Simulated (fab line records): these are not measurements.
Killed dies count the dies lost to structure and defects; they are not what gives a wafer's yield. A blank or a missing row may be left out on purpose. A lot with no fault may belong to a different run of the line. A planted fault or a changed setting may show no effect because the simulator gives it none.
Shared-tool check ; flow nand harc ; Sample size 3 lots and 9 wafers

REASON IT WAS OPENED
At NHARC_END_SORT_01 the reading killed at array is flagged on 2 of 3 lots. No-fault wafers: 29, standard deviation 10.
Rule: a lot gets a flag if all its wafers with a number sit over 4 standard deviations from that mean, or if no wafer of it has a number. The rest of the lots are taken to be sound.

lot;measured;on;killed at array, wafer by wafer;flag
L157;day 21 16:08;prober-01;31 35 26;
L166;day 23 15:43;prober-02;131 105 140;FLAGGED
L169;day 23 23:31;prober-01;111 113 120;FLAGGED
The numbers of the flagged lots are 120 on average: +91 against the usual, or +9 standard deviations.

TOOL THAT RAN EACH LOT
Before the reading, the record contains 4 process steps out of a 1159-step route. Cell contents, in order: the tool; ch with the chambers the sampled wafers went through; the start.
lot;flag;NHARC_A_CONTACT_ETCH_31;NHARC_HYBRID_BOND_ACTIVATE_00;NHARC_THIN_TSV_PVD_19;NHARC_THIN_TSV_CMP_21
L157;;rie diel-12 ch 0,2,3, day 19 07:05;rie diel-13 ch 0,1, day 20 10:06;pvd sputter-03, day 21 05:38 or earlier;cmp-01 ch 0,2, day 21 05:38
L166;FLAGGED;rie diel-05 ch 0,2, day 20 21:02;rie diel-13 ch 0,3, day 22 06:08;pvd sputter-02, day 23 00:38 or earlier;cmp-03 ch 0,2, day 23 00:38
L169;FLAGGED;rie diel-05 ch 1,3, day 21 13:30;rie diel-13 ch 0,1, day 22 11:30;pvd sputter-01, day 23 09:31 or earlier;cmp-03 ch 1,2,3, day 23 09:31
What the steps here do:
- NHARC_A_CONTACT_ETCH_31: etches the open film in O2/COS, target depth 2000 nm, time 520 s.
- NHARC_HYBRID_BOND_ACTIVATE_00: chemistry N2, time 60 s.
- NHARC_THIN_TSV_PVD_19: deposits TaN, target thk 20 nm.
- NHARC_THIN_TSV_CMP_21: polishes, t overpolish 30 s, target thk 2000 nm.
- NHARC_END_SORT_01

FLAGGED AGAINST TOTAL, ONE TOOL AT A TIME (gauges that did the reading follow at the end)
step;tool;lots run;flagged;share of the flagged lots;sound lots run after its first flagged lot
NHARC_A_CONTACT_ETCH_31;rie diel-05;2;2;all;0
NHARC_A_CONTACT_ETCH_31;rie diel-12;1;0;none;-
NHARC_HYBRID_BOND_ACTIVATE_00;rie diel-13;3;2;all;0
NHARC_THIN_TSV_PVD_19;pvd sputter-01;1;1;some;0
NHARC_THIN_TSV_PVD_19;pvd sputter-02;1;1;some;0
NHARC_THIN_TSV_PVD_19;pvd sputter-03;1;0;none;-
NHARC_THIN_TSV_CMP_21;cmp-01;1;0;none;-
NHARC_THIN_TSV_CMP_21;cmp-03;2;2;all;0
NHARC_END_SORT_01;prober-01;2;1;some;0
NHARC_END_SORT_01;prober-02;1;1;some;0
NHARC_THIN_TSV_PVD_19 gives no start for some lots, so the hours and the order of its lots are those of NHARC_THIN_TSV_CMP_21.

WHAT IS ALLOWED BY THE TABLE
Rows of the table that ran every flagged lot, 3 in all: rie diel-05 at NHARC_A_CONTACT_ETCH_31, rie diel-13 at NHARC_HYBRID_BOND_ACTIVATE_00, cmp-03 at NHARC_THIN_TSV_CMP_21.
- rie diel-05 at NHARC_A_CONTACT_ETCH_31 ran 2 lots, 2 of them flagged. No sound lot ran on it before its first flagged lot in this sample; the start therefore can't be narrowed down.
- rie diel-13 at NHARC_HYBRID_BOND_ACTIVATE_00 ran 3 lots, 2 of them flagged. It ran its last sound lot, L157, at day 20 10:06 and its first flagged lot, L166, at day 22 06:08: a fault with its onset between the two fits.
- cmp-03 at NHARC_THIN_TSV_CMP_21 ran 2 lots, 2 of them flagged. No sound lot ran on it before its first flagged lot in this sample; the start therefore can't be narrowed down.
A lot count leaves these 3 tools indistinguishable: every one of them fits a fault beginning at some hour. More lots, or a look at what each step does to the wafer, might.

WHAT THE SIMULATOR PUT IN
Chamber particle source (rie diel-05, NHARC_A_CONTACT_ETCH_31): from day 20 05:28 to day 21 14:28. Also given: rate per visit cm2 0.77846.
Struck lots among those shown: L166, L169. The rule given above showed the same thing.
